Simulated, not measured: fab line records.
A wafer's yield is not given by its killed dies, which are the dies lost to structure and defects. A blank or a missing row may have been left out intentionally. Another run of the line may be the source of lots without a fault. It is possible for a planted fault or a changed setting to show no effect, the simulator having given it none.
Chamber matching ; flow n5_finfet ; N5_BEOL_M2_DESCUM_33 on rie_diel-03 has 4 sister chambers
The step chemistry O2, time 7 s. 8 wafers are shown with their chamber, then 8 later ones without.

## EACH WAFER AND ITS CHAMBER
wafer;chamber;drypump_motor_current_A (A);showerhead_plenum_p_Torr (Torr)
L081.4;0;6.3;2.17
L081.5;1;4.9;2.03
L083.2;3;5.8;2.15
L083.3;1;4.8;2.03
L088.1;2;5.8;1.98
L088.2;0;6.2;2.16
L088.4;2;5.8;1.98
L089.2;3;5.8;2.14

## WAFERS WITHOUT THEIR CHAMBER
wafer;drypump_motor_current_A (A);showerhead_plenum_p_Torr (Torr)
L089.3;6.3;2.16
L089.5;5.8;1.98
L093.4;5.8;2.14
L093.5;5.8;1.98
L093.6;4.9;2.02
L095.1;5.8;1.98
L095.4;4.8;2.02
L095.5;5.8;1.98

## WHICH CHAMBER EACH WENT THROUGH
wafer;from the rows above;in truth
L089.3;0;0
L089.5;2;2
L093.4;3;3
L093.5;2;2
L093.6;1;1
L095.1;2;2
L095.4;1;1
L095.5;2;2
Correctly placed: 8 of 8. Can't be placed from these rows: 0. Wrongly placed: 0.
How it was worked out, from the rows above alone: a wafer's distance from a chamber is the root of the sum, over the readings, of the square of ((its reading less the chamber's mean) divided by the reading's scatter). The wafer belongs to the nearest chamber; if the next one is less than 2 further off, it can't be placed. The mean given for a chamber averages the wafers shown for that chamber. How the scatter is found: for the shown wafers, subtract from each reading the mean of its chamber, square and add these, divide the total by (wafers less chambers), then take the root.
